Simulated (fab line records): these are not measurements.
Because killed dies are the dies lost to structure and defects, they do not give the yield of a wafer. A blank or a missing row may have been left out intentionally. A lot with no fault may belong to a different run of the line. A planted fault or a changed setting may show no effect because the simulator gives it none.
The tool behind it: which one? + flow n5Finfet + 26 wafers from 9 lots sampled at 5 of the route's 1938 steps

## WHAT THE GAUGES READ, wafer by wafer
N5_BEOL_M4_CD_MEAS_11 targets a cd of 16.79 nm. Usual: cdNm at 16.88 nm, with a standard deviation of 0.29.
| lot  | measured     | on       | cdNm (nm)         | flag |
|------|--------------|----------|-------------------|------|
| L919 | day 8 01:17  | cdSem-03 | 16.84 16.33 16.68 |      |
| L920 | day 8 04:10  | cdSem-01 | 16.92 16.88 16.65 |      |
| L925 | day 9 08:36  | cdSem-01 | 16.53 17.15 17.36 |      |
| L926 | day 9 10:04  | cdSem-03 | 16.65 17.08 16.73 |      |
| L930 | day 10 12:34 | cdSem-01 | 16.64 17.04       |      |
| L932 | day 11 15:00 | cdSem-01 | 17.45 17.06 17.47 |      |
| L936 | day 11 23:20 | cdSem-01 | 17.00 16.94 17.20 |      |
| L935 | day 12 06:52 | cdSem-01 | 16.93 16.52 16.92 |      |
| L938 | day 13 03:28 | cdSem-03 | 17.02 16.78 17.32 |      |

N5_BEOL_M4_RC_MEAS_101. Usual: DIBL_N 36.0 mV/V, standard deviation 1.7; DIBL_P 35.8 mV/V, standard deviation 2; IOFF_N 0.15 nA/um, standard deviation 0.03; IOFF_P 0.20 nA/um, standard deviation 0.037; ION_N 670 uA/um, standard deviation 12; ION_P 460 uA/um, standard deviation 7.2; SS_N 71.5 mV/dec, standard deviation 0.68; SS_P 73.2 mV/dec, standard deviation 0.65; VT_N 250 mV, standard deviation 3.1; VT_P -251 mV, standard deviation 3.4.
| lot  | measured     | on        | DIBL_N (mV/V)  | DIBL_P (mV/V)  | IOFF_N (nA/um) | IOFF_P (nA/um) | ION_N (uA/um) | ION_P (uA/um) | SS_N (mV/dec)  | SS_P (mV/dec)  | VT_N (mV)   | VT_P (mV)      | flag |
|------|--------------|-----------|----------------|----------------|----------------|----------------|---------------|---------------|----------------|----------------|-------------|----------------|------|
| L919 | day 8 07:37  | prober-01 | 36.4 34.2 34.7 | 35.4 31.6 32.5 | 0.16 0.11 0.13 | 0.20 0.16 0.16 | 664 655 662   | 456 455 454   | 71.6 70.5 71.2 | 73.0 72.0 72.5 | 250 256 253 | -251 -256 -257 |      |
| L920 | day 8 12:48  | prober-01 | 34.3 35.8 36.6 | 33.3 34.4 34.3 | 0.12 0.15 0.15 | 0.16 0.17 0.16 | 668 677 646   | 456 457 440   | 71.9 72.1 72.3 | 72.0 72.7 72.8 | 251 247 252 | -252 -253 -253 |      |
| L925 | day 9 17:07  | prober-01 | 35.7 35.9 37.4 | 36.3 36.5 38.2 | 0.16 0.15 0.19 | 0.19 0.20 0.23 | 681 674 689   | 459 467 471   | 71.7 72.2 73.0 | 72.8 74.3 73.7 | 247 252 248 | -252 -252 -251 |      |
| L926 | day 10 03:45 | prober-01 | 37.8 40.1 37.4 | 37.9 41.5 36.9 | 0.17 0.24 0.17 | 0.24 0.30 0.21 | 666 692 683   | 464 474 464   | 72.3 72.6 72.0 | 73.3 74.2 73.6 | 249 244 252 | -248 -246 -249 |      |
| L930 | day 10 21:58 | prober-02 | 34.8 37.0      | 35.7 37.5      | 0.13 0.16      | 0.19 0.21      | 672 676       | 462 459       | 71.4 72.0      | 73.5 73.7      | 251 249     | -250 -248      |      |
| L932 | day 11 21:53 | prober-02 | 34.5 37.2 37.5 | 34.6 37.2 38.0 | 0.12 0.16 0.16 | 0.16 0.19 0.20 | 667 676 672   | 455 457 460   | 71.1 71.5 72.1 | 72.6 72.8 73.8 | 252 250 252 | -255 -254 -253 |      |
| L936 | day 12 10:33 | prober-01 | 37.5 34.2 33.3 | 38.7 34.3 33.9 | 0.19 0.12 0.11 | 0.21 0.15 0.14 | 678 670 655   | 456 455 443   | 72.3 71.8 71.4 | 73.8 73.0 72.8 | 251 255 255 | -252 -259 -259 |      |
| L935 | day 12 18:06 | prober-02 | 34.7 36.5 36.4 | 33.5 35.0 35.7 | 0.13 0.15 0.15 | 0.19 0.22 0.22 | 671 647 658   | 460 448 456   | 71.4 72.0 71.8 | 72.2 72.6 72.8 | 252 251 251 | -249 -247 -247 |      |
| L938 | day 13 11:05 | prober-02 | 34.7 37.6 34.3 | 33.9 37.7 33.2 | 0.13 0.17 0.12 | 0.18 0.24 0.17 | 664 684 653   | 454 467 452   | 70.7 71.3 70.4 | 73.4 73.3 72.3 | 252 249 250 | -249 -249 -254 |      |

## WHAT TOOL EACH LOT RAN ON (gives the tool, then ch and the chambers of the sampled wafers, and finally the start)
| lot  | N5_BEOL_M4_DESCUM_33              | N5_BEOL_M4_ETCH_77                | N5_BEOL_M4_ETCH_70                |
|------|-----------------------------------|-----------------------------------|-----------------------------------|
| L919 | rieDiel-04 ch 2,3, day 8 02:17    | rieDiel-04 ch 2,3, day 8 02:19    | rieDiel-02 ch 0,1,2, day 8 02:58  |
| L920 | rieDiel-02 ch 0,2,3, day 8 05:18  | rieDiel-02 ch 0,2,3, day 8 05:20  | rieDiel-02 ch 0,1,3, day 8 08:16  |
| L925 | rieDiel-03 ch 0,1, day 9 10:10    | rieDiel-03 ch 0,1, day 9 10:13    | rieDiel-02 ch 0,2,3, day 9 12:23  |
| L926 | rieDiel-04 ch 0,2, day 9 11:17    | rieDiel-04 ch 0,2, day 9 11:20    | rieDiel-02 ch 0,2, day 9 19:52    |
| L930 | rieDiel-02 ch 0,2, day 10 13:34   | rieDiel-02 ch 0,2, day 10 13:35   | rieDiel-02 ch 0,2, day 10 17:12   |
| L932 | rieDiel-02 ch 0,1,2, day 11 16:14 | rieDiel-02 ch 0,1,2, day 11 16:16 | rieDiel-02 ch 1,2,3, day 11 17:09 |
| L936 | rieDiel-02 ch 0,1,2, day 12 00:56 | rieDiel-02 ch 0,1,2, day 12 00:58 | rieDiel-03 ch 0,1,2, day 12 05:28 |
| L935 | rieDiel-04 ch 2,3, day 12 07:51   | rieDiel-04 ch 2,3, day 12 07:53   | rieDiel-03 ch 0,1,2, day 12 12:01 |
| L938 | rieDiel-03 ch 0,2,3, day 13 04:37 | rieDiel-03 ch 0,2,3, day 13 04:38 | rieDiel-04 ch 0,1, day 13 05:54   |
- N5_BEOL_M4_DESCUM_33: chemistry O2, time 7 s.
- N5_BEOL_M4_ETCH_77: etches underlayer in N2/H2, target depth 6.5 nm, time 5.2 s.
- N5_BEOL_M4_ETCH_70: etches SOC in N2/H2, target depth 80 nm, overetch 24 nm, time 130 s.

## WHAT THE TOOLS THEMSELVES READ (means of the sampled wafers that have a number; where no wafer has one, the mark that the record gives instead)
N5_BEOL_M4_DESCUM_33. Usual: drypumpMotorCurrentA 5.9 A, standard deviation 0.34; o2FlowSccm 225.0 sccm, standard deviation 0.74; oesProductAu 0.81 a.u., standard deviation 0.091; rfVppV 243.3 V, standard deviation 1.3; showerheadPlenumPTorr 2.10 Torr, standard deviation 0.077; throttleValvePct 20.29 %, standard deviation 0.16.
| lot  | tool       | drypumpMotorCurrentA (A) | o2FlowSccm (sccm) | oesProductAu (a.u.) | rfVppV (V) | showerheadPlenumPTorr (Torr) | throttleValvePct (%) | flag |
|------|------------|--------------------------|-------------------|---------------------|------------|------------------------------|----------------------|------|
| L919 | rieDiel-04 | 6.0                      | 225.3             | 0.74                | 243.1      | 2.06                         | 20.48                |      |
| L920 | rieDiel-02 | 6.0                      | 225.6             | 0.78                | 242.4      | 2.09                         | 20.25                |      |
| L925 | rieDiel-03 | 5.9                      | 225.3             | 0.92                | 242.4      | 2.08                         | 20.25                |      |
| L926 | rieDiel-04 | 5.8                      | 225.4             | 0.83                | 243.3      | 2.17                         | 20.30                |      |
| L930 | rieDiel-02 | 5.9                      | 225.6             | 0.79                | 243.2      | 2.05                         | 20.34                |      |
| L932 | rieDiel-02 | 5.8                      | 224.9             | 0.84                | 242.9      | 2.11                         | 20.30                |      |
| L936 | rieDiel-02 | 5.8                      | 225.0             | 0.83                | 243.0      | 2.11                         | 20.30                |      |
| L935 | rieDiel-04 | 6.0                      | 224.6             | 0.90                | 242.5      | 2.05                         | 20.24                |      |
| L938 | rieDiel-03 | 5.6                      | 225.1             | 0.86                | 243.4      | 2.06                         | 20.26                |      |

N5_BEOL_M4_ETCH_77. Usual: drypumpMotorCurrentA 5.9 A, standard deviation 0.34; etchRfOnTimeS 5.17 s, standard deviation 0.11; oesProductAu 0.69 a.u., standard deviation 0.081; rfVppV 524.3 V, standard deviation 2.9; showerheadPlenumPTorr 2.55 Torr, standard deviation 0.086; throttleValvePct 17.76 %, standard deviation 0.19.
| lot  | tool       | drypumpMotorCurrentA (A) | etchRfOnTimeS (s) | oesProductAu (a.u.) | rfVppV (V) | showerheadPlenumPTorr (Torr) | throttleValvePct (%) | flag |
|------|------------|--------------------------|-------------------|---------------------|------------|------------------------------|----------------------|------|
| L919 | rieDiel-04 | 6.0                      | 5.20              | 0.64                | 523.6      | 2.50                         | 17.90                |      |
| L920 | rieDiel-02 | 6.0                      | 5.18              | 0.67                | 523.3      | 2.55                         | 17.79                |      |
| L925 | rieDiel-03 | 5.9                      | 5.08              | 0.78                | 523.3      | 2.53                         | 17.80                |      |
| L926 | rieDiel-04 | 5.8                      | 5.13              | 0.71                | 525.7      | 2.63                         | 17.61                |      |
| L930 | rieDiel-02 | 5.9                      | 5.17              | 0.68                | 522.4      | 2.50                         | 17.88                |      |
| L932 | rieDiel-02 | 5.8                      | 5.07              | 0.72                | 524.6      | 2.57                         | 17.75                |      |
| L936 | rieDiel-02 | 5.8                      | 5.10              | 0.71                | 524.9      | 2.57                         | 17.76                |      |
| L935 | rieDiel-04 | 6.1                      | 5.13              | 0.77                | 521.9      | 2.48                         | 17.65                |      |
| L938 | rieDiel-03 | 5.5                      | 5.14              | 0.73                | 523.7      | 2.50                         | 17.73                |      |

N5_BEOL_M4_ETCH_70. Usual: drypumpMotorCurrentA 5.9 A, standard deviation 0.39; oesProductAu 0.60 a.u., standard deviation 0.061; rfVppV 524.0 V, standard deviation 2.5; runLengthS 153.3 s, standard deviation 0.48; showerheadPlenumPTorr 2.55 Torr, standard deviation 0.082; throttleValvePct 17.72 %, standard deviation 0.16.
| lot  | tool       | drypumpMotorCurrentA (A) | oesProductAu (a.u.) | rfVppV (V) | runLengthS (s) | showerheadPlenumPTorr (Torr) | throttleValvePct (%) | flag |
|------|------------|--------------------------|---------------------|------------|----------------|------------------------------|----------------------|------|
| L919 | rieDiel-02 | 5.8                      | 0.56                | 521.9      | 152.9          | 2.47                         | 17.80                |      |
| L920 | rieDiel-02 | 5.9                      | 0.56                | 522.9      | 153.0          | 2.54                         | 17.68                |      |
| L925 | rieDiel-02 | 6.0                      | 0.56                | 524.1      | 152.9          | 2.55                         | 17.77                |      |
| L926 | rieDiel-02 | 5.9                      | 0.60                | 523.7      | 153.1          | 2.53                         | 17.77                |      |
| L930 | rieDiel-02 | 5.9                      | 0.56                | 521.5      | 162.4          | 2.50                         | 17.83                | OFF  |
| L932 | rieDiel-02 | 5.9                      | 0.57                | 525.6      | 159.0          | 2.59                         | 17.71                | OFF  |
| L936 | rieDiel-03 | 5.6                      | 0.64                | 524.1      | 153.8          | 2.52                         | 17.70                |      |
| L935 | rieDiel-03 | 5.6                      | 0.64                | 524.5      | 153.8          | 2.51                         | 17.70                |      |
| L938 | rieDiel-04 | 5.6                      | 0.59                | 527.6      | 153.7          | 2.65                         | 17.57                |      |

## THE ANSWER, worked out from the rows above alone
Rule: lot off if the mean of its wafers having a number is beyond 3 standard deviations from the usual mean. A lot without any number at a reading at which 4 lots or more have one is off too. Where the step has rows for the other lots, those lots are counted as sound. First the gauges in route order, then the tools' own readings, where a lot's mean is used as printed above. At the first step where some lot is off, the reading lying furthest off is the one used; lots without a number count as furthest.
Off, at N5_BEOL_M4_ETCH_70 on runLengthS: L930, L932.
A tool fits if, at that step or a process step before it, it ran every lot that is off, and no sound lot after the first of them. One fits: rieDiel-02 at N5_BEOL_M4_ETCH_70. Its last sound lot is L926 (day 9 19:52), its first lot that is off L930 (day 10 17:12): a fault that began between those two fits.
The tool's own readings at N5_BEOL_M4_ETCH_70 bear it out: on the lots that are off they differ by more than 5 times the standard deviation of the sound lots' means. runLengthS reads 160.7 s there against 153.3 s on the sound lots.

## WHAT THE SIMULATOR HAD INSERTED
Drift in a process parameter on rieDiel-02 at N5_BEOL_M4_ETCH_70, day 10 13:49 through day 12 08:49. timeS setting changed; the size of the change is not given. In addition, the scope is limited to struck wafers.
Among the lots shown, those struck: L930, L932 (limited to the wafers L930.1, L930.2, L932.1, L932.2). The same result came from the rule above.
